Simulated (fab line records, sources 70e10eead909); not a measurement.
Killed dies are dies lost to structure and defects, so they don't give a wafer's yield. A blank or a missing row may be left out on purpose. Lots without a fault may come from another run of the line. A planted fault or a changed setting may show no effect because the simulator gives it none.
A sampling plan put to the test | flow nand_harc | one fab line, 46 faults that these records tell of, each judged on the records of the lots that it struck
The plan is the line's own looks: the steps of the route at which a gauge or an inspection reads the wafer and doesn't change it. A look can be judged if struck wafers have a number there and the file gives its usual mean and standard deviation on fault-free wafers. Caught: at a look after the fault's first step, the mean of the struck wafers lies 4 or more of those standard deviations (sigma) from the usual mean. On the tool: the same test on the tool's own readings at the fault's steps. Another recipe on the struck wafers, or a record that is blank for them alone, also counts as caught.

THE FAULTS, as the simulator had put them in
1. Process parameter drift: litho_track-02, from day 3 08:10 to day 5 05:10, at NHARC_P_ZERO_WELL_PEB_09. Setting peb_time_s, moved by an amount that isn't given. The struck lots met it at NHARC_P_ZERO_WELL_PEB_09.
2. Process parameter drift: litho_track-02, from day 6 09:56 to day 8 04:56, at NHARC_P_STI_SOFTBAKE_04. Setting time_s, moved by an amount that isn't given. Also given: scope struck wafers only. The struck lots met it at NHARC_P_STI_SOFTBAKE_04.
3. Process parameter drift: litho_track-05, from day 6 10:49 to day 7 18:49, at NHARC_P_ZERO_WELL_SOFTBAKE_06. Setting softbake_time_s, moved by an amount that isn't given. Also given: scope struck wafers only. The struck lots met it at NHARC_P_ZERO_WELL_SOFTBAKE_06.
4. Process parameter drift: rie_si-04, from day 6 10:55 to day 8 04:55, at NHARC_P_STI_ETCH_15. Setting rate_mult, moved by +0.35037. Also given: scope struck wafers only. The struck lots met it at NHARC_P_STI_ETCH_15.
5. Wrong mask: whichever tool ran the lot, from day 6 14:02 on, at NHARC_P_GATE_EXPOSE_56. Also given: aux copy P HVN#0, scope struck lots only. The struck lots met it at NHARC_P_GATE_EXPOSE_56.
6. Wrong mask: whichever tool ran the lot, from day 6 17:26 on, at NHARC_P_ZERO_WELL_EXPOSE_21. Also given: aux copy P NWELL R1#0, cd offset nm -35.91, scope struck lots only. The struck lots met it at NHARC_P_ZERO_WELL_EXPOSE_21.
7. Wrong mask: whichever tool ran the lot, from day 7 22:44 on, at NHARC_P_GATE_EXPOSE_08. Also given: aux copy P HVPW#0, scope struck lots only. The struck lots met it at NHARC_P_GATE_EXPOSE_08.
8. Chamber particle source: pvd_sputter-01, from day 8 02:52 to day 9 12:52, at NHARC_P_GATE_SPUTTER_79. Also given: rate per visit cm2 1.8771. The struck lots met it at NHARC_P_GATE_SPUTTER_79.
9. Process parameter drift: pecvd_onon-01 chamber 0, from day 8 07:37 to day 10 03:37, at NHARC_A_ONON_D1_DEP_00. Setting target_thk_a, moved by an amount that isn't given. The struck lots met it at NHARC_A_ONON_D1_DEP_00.
10. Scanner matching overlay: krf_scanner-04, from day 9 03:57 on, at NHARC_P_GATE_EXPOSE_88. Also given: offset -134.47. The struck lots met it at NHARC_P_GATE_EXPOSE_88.
11. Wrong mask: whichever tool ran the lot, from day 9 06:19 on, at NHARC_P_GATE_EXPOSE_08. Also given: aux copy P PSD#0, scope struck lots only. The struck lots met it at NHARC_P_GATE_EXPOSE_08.
12. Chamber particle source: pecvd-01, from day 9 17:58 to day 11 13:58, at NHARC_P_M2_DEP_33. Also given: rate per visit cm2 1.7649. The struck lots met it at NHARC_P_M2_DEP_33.
13. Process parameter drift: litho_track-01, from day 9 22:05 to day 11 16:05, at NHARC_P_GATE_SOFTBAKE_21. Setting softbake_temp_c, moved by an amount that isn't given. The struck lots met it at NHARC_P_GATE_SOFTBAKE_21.
14. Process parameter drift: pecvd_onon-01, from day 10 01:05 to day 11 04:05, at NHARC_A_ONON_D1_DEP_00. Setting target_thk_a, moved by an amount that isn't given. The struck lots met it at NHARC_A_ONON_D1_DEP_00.
15. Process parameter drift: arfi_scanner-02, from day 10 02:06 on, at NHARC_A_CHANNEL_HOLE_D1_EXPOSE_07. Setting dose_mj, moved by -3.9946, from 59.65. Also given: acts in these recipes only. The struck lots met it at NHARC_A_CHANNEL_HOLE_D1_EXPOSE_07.
16. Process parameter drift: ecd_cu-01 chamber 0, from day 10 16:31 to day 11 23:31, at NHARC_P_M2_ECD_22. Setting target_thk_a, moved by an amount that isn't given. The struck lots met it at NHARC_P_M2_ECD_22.
17. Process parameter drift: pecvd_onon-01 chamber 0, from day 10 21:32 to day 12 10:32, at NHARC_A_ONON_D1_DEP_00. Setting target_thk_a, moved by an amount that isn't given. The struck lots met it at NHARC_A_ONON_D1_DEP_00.
18. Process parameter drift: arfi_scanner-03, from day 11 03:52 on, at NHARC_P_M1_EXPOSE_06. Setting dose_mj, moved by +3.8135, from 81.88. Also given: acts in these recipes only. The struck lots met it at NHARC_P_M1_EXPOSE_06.
19. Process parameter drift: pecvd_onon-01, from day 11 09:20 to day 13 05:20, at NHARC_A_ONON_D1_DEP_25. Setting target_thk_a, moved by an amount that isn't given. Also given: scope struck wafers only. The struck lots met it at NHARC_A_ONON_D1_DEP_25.
20. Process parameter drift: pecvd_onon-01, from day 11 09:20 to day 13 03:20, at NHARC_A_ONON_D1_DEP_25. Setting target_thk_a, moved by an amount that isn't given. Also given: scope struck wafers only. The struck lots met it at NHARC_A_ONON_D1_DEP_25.
21. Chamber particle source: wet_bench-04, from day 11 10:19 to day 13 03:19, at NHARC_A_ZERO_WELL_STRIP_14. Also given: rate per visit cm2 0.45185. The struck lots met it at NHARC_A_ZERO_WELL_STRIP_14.
22. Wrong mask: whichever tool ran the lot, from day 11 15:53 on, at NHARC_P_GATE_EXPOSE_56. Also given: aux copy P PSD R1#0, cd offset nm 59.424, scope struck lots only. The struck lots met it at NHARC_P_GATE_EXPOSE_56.
23. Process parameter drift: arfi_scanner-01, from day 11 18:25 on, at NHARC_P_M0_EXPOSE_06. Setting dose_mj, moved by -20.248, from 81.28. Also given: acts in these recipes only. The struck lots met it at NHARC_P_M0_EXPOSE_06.
24. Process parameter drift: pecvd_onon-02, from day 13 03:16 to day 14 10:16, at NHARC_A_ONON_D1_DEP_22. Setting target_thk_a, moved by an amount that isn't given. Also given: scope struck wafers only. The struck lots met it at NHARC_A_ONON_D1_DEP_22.
25. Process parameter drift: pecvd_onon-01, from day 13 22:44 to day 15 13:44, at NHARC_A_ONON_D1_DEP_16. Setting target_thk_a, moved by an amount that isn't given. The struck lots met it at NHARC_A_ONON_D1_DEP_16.
26. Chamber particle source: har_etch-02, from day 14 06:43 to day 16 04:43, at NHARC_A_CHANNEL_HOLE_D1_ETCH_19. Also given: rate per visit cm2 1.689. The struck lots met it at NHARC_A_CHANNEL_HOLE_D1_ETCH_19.
27. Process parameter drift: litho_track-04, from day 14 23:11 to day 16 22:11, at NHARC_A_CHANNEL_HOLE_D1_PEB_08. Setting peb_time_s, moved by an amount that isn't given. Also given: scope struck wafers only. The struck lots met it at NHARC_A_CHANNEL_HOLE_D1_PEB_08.
28. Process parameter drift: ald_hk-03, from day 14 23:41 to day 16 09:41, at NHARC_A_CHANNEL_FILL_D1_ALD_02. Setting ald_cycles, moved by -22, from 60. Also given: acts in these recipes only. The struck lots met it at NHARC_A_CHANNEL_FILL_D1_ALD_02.
29. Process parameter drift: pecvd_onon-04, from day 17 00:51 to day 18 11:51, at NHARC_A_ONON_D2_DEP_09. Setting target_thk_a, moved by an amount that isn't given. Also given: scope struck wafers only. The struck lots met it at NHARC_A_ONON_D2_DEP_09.
30. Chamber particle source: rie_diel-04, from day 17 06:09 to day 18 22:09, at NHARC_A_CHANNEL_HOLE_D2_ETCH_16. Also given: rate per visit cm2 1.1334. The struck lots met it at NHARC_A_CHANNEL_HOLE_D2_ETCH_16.
31. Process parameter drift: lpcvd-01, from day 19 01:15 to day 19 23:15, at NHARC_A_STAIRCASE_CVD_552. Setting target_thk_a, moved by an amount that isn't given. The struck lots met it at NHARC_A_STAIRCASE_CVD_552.
32. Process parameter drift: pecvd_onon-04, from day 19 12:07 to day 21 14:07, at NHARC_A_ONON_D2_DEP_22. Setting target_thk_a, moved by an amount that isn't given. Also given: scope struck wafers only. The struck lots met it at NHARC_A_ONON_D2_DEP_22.
33. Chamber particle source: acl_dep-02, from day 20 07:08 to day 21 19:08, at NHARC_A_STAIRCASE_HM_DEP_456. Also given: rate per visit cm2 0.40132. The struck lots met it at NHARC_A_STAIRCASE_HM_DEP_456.
34. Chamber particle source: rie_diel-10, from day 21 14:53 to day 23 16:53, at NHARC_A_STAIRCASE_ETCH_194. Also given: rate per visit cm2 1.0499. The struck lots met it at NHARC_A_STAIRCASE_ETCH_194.
35. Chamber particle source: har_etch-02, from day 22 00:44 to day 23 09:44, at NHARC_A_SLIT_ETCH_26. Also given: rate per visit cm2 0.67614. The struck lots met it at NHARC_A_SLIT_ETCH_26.
36. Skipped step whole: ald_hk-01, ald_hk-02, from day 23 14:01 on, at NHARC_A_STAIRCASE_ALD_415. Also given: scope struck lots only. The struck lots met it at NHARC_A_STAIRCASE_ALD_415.
37. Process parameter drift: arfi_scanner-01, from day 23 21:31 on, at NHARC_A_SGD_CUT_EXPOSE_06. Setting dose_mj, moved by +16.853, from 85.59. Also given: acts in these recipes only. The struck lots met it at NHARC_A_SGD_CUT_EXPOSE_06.
38. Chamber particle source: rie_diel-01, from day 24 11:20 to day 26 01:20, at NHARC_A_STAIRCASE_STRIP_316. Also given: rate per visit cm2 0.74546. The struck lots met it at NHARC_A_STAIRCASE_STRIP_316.
39. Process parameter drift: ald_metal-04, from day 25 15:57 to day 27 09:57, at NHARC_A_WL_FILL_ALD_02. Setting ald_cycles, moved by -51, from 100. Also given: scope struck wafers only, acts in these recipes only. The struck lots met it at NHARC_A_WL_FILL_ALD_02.
40. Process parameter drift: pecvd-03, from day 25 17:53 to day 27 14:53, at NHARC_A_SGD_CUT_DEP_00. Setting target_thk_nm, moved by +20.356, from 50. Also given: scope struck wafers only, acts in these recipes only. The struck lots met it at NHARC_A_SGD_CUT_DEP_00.
41. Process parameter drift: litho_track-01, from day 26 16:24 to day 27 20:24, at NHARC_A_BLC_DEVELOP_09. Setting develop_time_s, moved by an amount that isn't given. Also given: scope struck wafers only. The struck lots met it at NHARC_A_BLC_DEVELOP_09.
42. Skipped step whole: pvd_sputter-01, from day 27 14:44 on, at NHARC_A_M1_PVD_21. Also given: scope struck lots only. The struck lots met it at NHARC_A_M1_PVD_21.
43. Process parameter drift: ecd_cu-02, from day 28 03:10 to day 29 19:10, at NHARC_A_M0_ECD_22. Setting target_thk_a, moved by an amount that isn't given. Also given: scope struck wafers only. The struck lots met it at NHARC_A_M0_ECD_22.
44. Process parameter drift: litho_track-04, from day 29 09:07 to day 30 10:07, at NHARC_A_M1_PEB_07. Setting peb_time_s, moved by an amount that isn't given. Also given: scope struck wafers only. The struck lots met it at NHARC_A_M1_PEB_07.
45. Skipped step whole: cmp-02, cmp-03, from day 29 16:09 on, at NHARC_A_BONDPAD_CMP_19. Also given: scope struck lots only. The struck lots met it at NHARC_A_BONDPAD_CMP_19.
46. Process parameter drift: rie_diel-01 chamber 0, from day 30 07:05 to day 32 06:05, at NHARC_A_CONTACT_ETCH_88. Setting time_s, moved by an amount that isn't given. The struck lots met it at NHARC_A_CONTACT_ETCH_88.

WHAT THE PLAN SAW
fault | on the tool itself                               | first look that catches it                      | reading, sigma                                                     | median hours from its first step to that look | hours from the fault's start to the first struck lot there | judged looks passed uncaught
1     | no reading that can be judged                    | NHARC_P_ZERO_WELL_CD_MEAS_11                    | cd_nm +6.4                                                         | 0.1                                           | 5                                                          | 0
2     | heater_power_total_W +38 sigma                   | none of the 2 looks that can be judged after it | strongest: cd_nm at NHARC_P_STI_CD_MEAS_09, -2.0                   | -                                             | -                                                          | 2
3     | heater_power_total_W +99 or beyond sigma         | none of the 2 looks that can be judged after it | strongest: cd_nm at NHARC_P_ZERO_WELL_CD_MEAS_11, -3.3             | -                                             | -                                                          | 2
4     | oes_product_au +26 sigma                         | NHARC_P_STI_OCD_MEAS_17                         | trench_depth_nm +35                                                | 0.2                                           | 4                                                          | 1
5     | no reading that can be judged                    | NHARC_END_SORT_01                               | killed_at_periphery +99 or beyond                                  | 448.4                                         | 451                                                        | 1
6     | no reading that can be judged                    | NHARC_P_ZERO_WELL_CD_MEAS_24                    | cd_nm -23                                                          | 0.1                                           | 5                                                          | 0
7     | no reading that can be judged                    | NHARC_END_SORT_01                               | killed_at_periphery +99 or beyond                                  | 472.7                                         | 472                                                        | 0
8     | no reading that can be judged                    | NHARC_P_GATE_INSPECT_68                         | raw_defect_count +15                                               | 0.9                                           | 7                                                          | 0
9     | under 2 sigma                                    | NHARC_A_ONON_D1_THK_MEAS_02                     | thk_nm -39                                                         | 0.5                                           | 5                                                          | 0
10    | no reading that can be judged                    | not the one look that can be judged after it    | -                                                                  | -                                             | -                                                          | 1
11    | under 2 sigma                                    | NHARC_END_SORT_01                               | killed_at_periphery +99 or beyond                                  | 475.4                                         | 477                                                        | 0
12    | under 2 sigma                                    | NHARC_END_SORT_01                               | killed_at_periphery +16                                            | 433.9                                         | 441                                                        | 0
13    | heater_power_total_W +99 or beyond sigma         | none of the 4 looks that can be judged after it | strongest: cd_nm at NHARC_P_GATE_CD_MEAS_26, +2.0                  | -                                             | -                                                          | 4
14    | no reading that can be judged                    | NHARC_A_ONON_D1_THK_MEAS_02                     | thk_nm -57                                                         | 0.5                                           | 6                                                          | 0
15    | exposure_dose_mJ_cm2 -60 sigma                   | NHARC_A_CHANNEL_HOLE_D1_CD_MEAS_10              | cd_nm -7.4                                                         | 0.1                                           | 11                                                         | 0
16    | no reading that can be judged                    | none of the 2 looks that can be judged after it | -                                                                  | -                                             | -                                                          | 2
17    | under 2 sigma                                    | NHARC_A_ONON_D1_THK_MEAS_02                     | thk_nm +66                                                         | 0.5                                           | 8                                                          | 0
18    | exposure_dose_mJ_cm2 +35 sigma                   | NHARC_P_M1_CD_MEAS_09                           | cd_nm +4.2                                                         | 0.1                                           | 1                                                          | 0
19    | no reading that can be judged                    | NHARC_A_ONON_D1_THK_MEAS_27                     | thk_nm +83                                                         | 0.5                                           | 8                                                          | 0
20    | no reading that can be judged                    | NHARC_A_ONON_D1_THK_MEAS_27                     | thk_nm +57                                                         | 0.5                                           | 8                                                          | 0
21    | no reading that can be judged                    | NHARC_A_ZERO_WELL_INSPECT_17                    | raw_defect_count +54                                               | 0.9                                           | 7                                                          | 0
22    | no reading that can be judged                    | NHARC_P_GATE_CD_MEAS_59                         | cd_nm +46                                                          | 0.2                                           | 0                                                          | 0
23    | exposure_dose_mJ_cm2 -99 or beyond sigma         | NHARC_P_M0_CD_MEAS_09                           | cd_nm -29                                                          | 0.1                                           | 8                                                          | 0
24    | no reading that can be judged                    | NHARC_A_ONON_D1_THK_MEAS_24                     | thk_nm -5.7                                                        | 0.4                                           | 14                                                         | 0
25    | no reading that can be judged                    | NHARC_A_ONON_D1_THK_MEAS_18                     | thk_nm +53                                                         | 0.4                                           | 7                                                          | 0
26    | under 2 sigma                                    | NHARC_A_CHANNEL_HOLE_D1_INSPECT_40              | raw_defect_count +42                                               | 7.8                                           | 17                                                         | 0
27    | heater_power_total_W +52 sigma                   | NHARC_A_CHANNEL_HOLE_D1_CD_MEAS_10              | cd_nm -16                                                          | 0.1                                           | 11                                                         | 0
28    | under 2 sigma                                    | not the one look that can be judged after it    | strongest: VT_DECK1_TOP_INNER at NHARC_END_WLT_00, -3.8            | -                                             | -                                                          | 1
29    | no reading that can be judged                    | NHARC_A_ONON_D2_THK_MEAS_11                     | thk_nm -58                                                         | 0.4                                           | 2                                                          | 0
30    | under 2 sigma                                    | NHARC_A_CHANNEL_HOLE_D2_INSPECT_40              | raw_defect_count +9.3                                              | 6.5                                           | 21                                                         | 1
31    | no reading that can be judged                    | NHARC_END_SORT_01                               | killed_dies +41                                                    | 161.3                                         | 162                                                        | 0
32    | under 2 sigma                                    | NHARC_A_ONON_D2_THK_MEAS_24                     | thk_nm -62                                                         | 0.5                                           | 10                                                         | 0
33    | under 2 sigma                                    | none of the 2 looks that can be judged after it | strongest: killed_at_array at NHARC_END_SORT_01, +3.7              | -                                             | -                                                          | 2
34    | under 2 sigma                                    | NHARC_END_SORT_01                               | killed_at_array +6.2                                               | 211.3                                         | 218                                                        | 0
35    | under 2 sigma                                    | none of the 2 looks that can be judged after it | strongest: raw_defect_count at NHARC_A_SIN_REMOVE_INSPECT_04, +3.6 | -                                             | -                                                          | 2
36    | the tool's record is blank for the struck wafers | NHARC_END_SORT_01                               | killed_dies +41                                                    | 179.0                                         | 179                                                        | 0
37    | exposure_dose_mJ_cm2 +99 or beyond sigma         | NHARC_A_SGD_CUT_CD_MEAS_09                      | cd_nm +23                                                          | 0.1                                           | 3                                                          | 0
38    | under 2 sigma                                    | not the one look that can be judged after it    | strongest: killed_at_array at NHARC_END_SORT_01, +2.9              | -                                             | -                                                          | 1
39    | under 2 sigma                                    | NHARC_END_SORT_01                               | killed_at_array +41                                                | 101.6                                         | 118                                                        | 0
40    | under 2 sigma                                    | NHARC_END_SORT_01                               | killed_at_array +41                                                | 140.4                                         | 147                                                        | 0
41    | no reading that can be judged                    | NHARC_A_BLC_CD_MEAS_10                          | cd_nm -10                                                          | 0.4                                           | 12                                                         | 0
42    | the tool's record is blank for the struck wafers | NHARC_END_SORT_01                               | sort_bin_2_pct +92                                                 | 35.9                                          | 37                                                         | 0
43    | under 2 sigma                                    | no look after it can be judged                  | -                                                                  | -                                             | -                                                          | 0
44    | heater_power_total_W +99 or beyond sigma         | NHARC_A_M1_CD_MEAS_09                           | cd_nm -56                                                          | 0.1                                           | 3                                                          | 0
45    | the tool's record is blank for the struck wafers | NHARC_A_BONDPAD_THK_MEAS_20                     | thk_nm +99 or beyond                                               | 0.3                                           | 4                                                          | 0
46    | run_length_s -40 sigma                           | NHARC_END_SORT_01                               | killed_dies +5.2                                                   | 59.4                                          | 60                                                         | 0
A dash: the fault isn't caught, or these records don't give the number.

Caught at a look: 36 of 46. Caught on the tool: 14 of 46. By one or the other: 39 of 46.
Caught on the tool alone: faults 2, 3, 13.
Caught at a look alone: faults 1, 5, 6, 7, 8, 9, 11, 12, 14, 17, 19, 20, 21, 22, 24, 25, 26, 29, 30, 31, 32, 34, 39, 40, 41.
Caught by neither: faults 10, 16, 28, 33, 35, 38, 43.

THINNER SAMPLING
If the look that catches a fault measured only every second or every third lot, by lot number, the first struck lot would be measured this late in the worst case:
fault | struck lots at that look, in order of time | every lot | every second lot | every third lot
1     | L127, L130                                 | 5 h       | 35 h             | may miss all 2
4     | L740, L741, L742                           | 4 h       | 14 h             | 24 h
5     | L626                                       | 451 h     | may miss it      | may miss it
6     | L106                                       | 5 h       | may miss it      | may miss it
7     | L629                                       | 472 h     | may miss it      | may miss it
8     | L200, L202                                 | 7 h       | may miss all 2   | may miss all 2
9     | L553, L554, L556                           | 5 h       | 16 h             | may miss all 3
11    | L354                                       | 477 h     | may miss it      | may miss it
12    | L108, L111, L109                           | 441 h     | 468 h            | may miss all 3
14    | L355, L356                                 | 6 h       | 13 h             | may miss all 2
15    | L919, L925                                 | 11 h      | may miss all 2   | may miss all 2
17    | L349, L350                                 | 8 h       | 29 h             | may miss all 2
18    | L154, L156, L158, L160                     | 1 h       | may miss all 4   | 51 h
19    | L313, L317                                 | 8 h       | may miss all 2   | may miss all 2
20    | L971, L975                                 | 8 h       | may miss all 2   | may miss all 2
21    | L945, L946                                 | 7 h       | 9 h              | may miss all 2
22    | L392                                       | 0 h       | may miss it      | may miss it
23    | L433, L432                                 | 8 h       | 9 h              | may miss all 2
24    | L925, L926                                 | 14 h      | 28 h             | may miss all 2
25    | L973, L974                                 | 7 h       | 30 h             | may miss all 2
26    | L427, L429                                 | 17 h      | may miss all 2   | may miss all 2
27    | L766, L767                                 | 11 h      | 32 h             | may miss all 2
29    | L165, L166                                 | 2 h       | 20 h             | may miss all 2
30    | L806, L807                                 | 21 h      | 36 h             | may miss all 2
31    | L248, L249                                 | 162 h     | 169 h            | may miss all 2
32    | L246, L247                                 | 10 h      | 28 h             | may miss all 2
34    | L343, L345                                 | 218 h     | may miss all 2   | may miss all 2
36    | L701, L700                                 | 179 h     | 199 h            | may miss all 2
37    | L391, L398, L399                           | 3 h       | 71 h             | 87 h
39    | L919, L921                                 | 118 h     | may miss all 2   | may miss all 2
40    | L148, L150, L151                           | 147 h     | 176 h            | may miss all 3
41    | L171, L172                                 | 12 h      | 14 h             | may miss all 2
42    | L107, L106                                 | 37 h      | 37 h             | may miss all 2
44    | L681, L680                                 | 3 h       | 23 h             | may miss all 2
45    | L804, L803                                 | 4 h       | 23 h             | may miss all 2
46    | L436, L435, L437                           | 60 h      | 72 h             | 76 h
Hours are from the fault's start to the first struck lot that is measured. The limit of 4 sigma was tested on all struck wafers together, so one lot alone may lie under it. Other struck lots may not be in these records.

THE LONGEST TIMED WAY FROM STEP TO LOOK
Fault 11: a median of 475.4 hours passes between NHARC_P_GATE_EXPOSE_08 and NHARC_END_SORT_01. No look between them can be judged.
